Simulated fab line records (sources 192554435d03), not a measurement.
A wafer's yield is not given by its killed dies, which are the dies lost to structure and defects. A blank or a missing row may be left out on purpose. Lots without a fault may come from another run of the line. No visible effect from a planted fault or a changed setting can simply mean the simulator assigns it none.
Matching of chambers | flow n5_finfet | 4 sister chambers for N5_DUMMY_GATE_HM_OPEN_21 on rie_diel-03
The step chemistry CH3F/O2, target SiNx, target depth 120 nm, time 171.4 s. 4 wafers are shown with their chamber, then 7 later ones without.

== WAFERS, EACH WITH ITS CHAMBER ==
wafer  | chamber | drypump_motor_current_A (A)
L087.4 | 1       | 6.1
L087.5 | 0       | 6.7
L092.1 | 3       | 6.0
L092.2 | 2       | 4.9

== WAFERS WITH NO CHAMBER GIVEN ==
wafer  | drypump_motor_current_A (A)
L092.5 | 6.7
L093.3 | 6.1
L093.4 | 6.0
L093.6 | 6.7
L094.1 | 6.7
L094.4 | 5.9
L094.5 | 5.9

== CHAMBER TAKEN BY EACH ==
wafer  | from the rows above     | in truth
L092.5 | 0                       | 0
L093.3 | can't be placed: 1 or 3 | 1
L093.4 | can't be placed: 3 or 1 | 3
L093.6 | 0                       | 0
L094.1 | 0                       | 0
L094.4 | can't be placed: 3 or 1 | 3
L094.5 | can't be placed: 3 or 1 | 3
3 of 7 placed correctly. Unplaceable from these rows: 4, with the true chamber sitting among the candidates in 4. Wrongly placed: 0.
How it was worked out, from the rows above alone: a wafer's distance from a chamber is the root of the sum, over the readings, of the square of ((its reading less the chamber's mean) divided by the reading's scatter). If the next closest chamber is less than 2 further off than the closest, the wafer can't be placed; otherwise it belongs to the closest. Each chamber's mean is taken over the wafers shown for it. The scatter: root of mean squared gap, hidden wafer to nearest shown wafer, with one shown wafer a chamber.
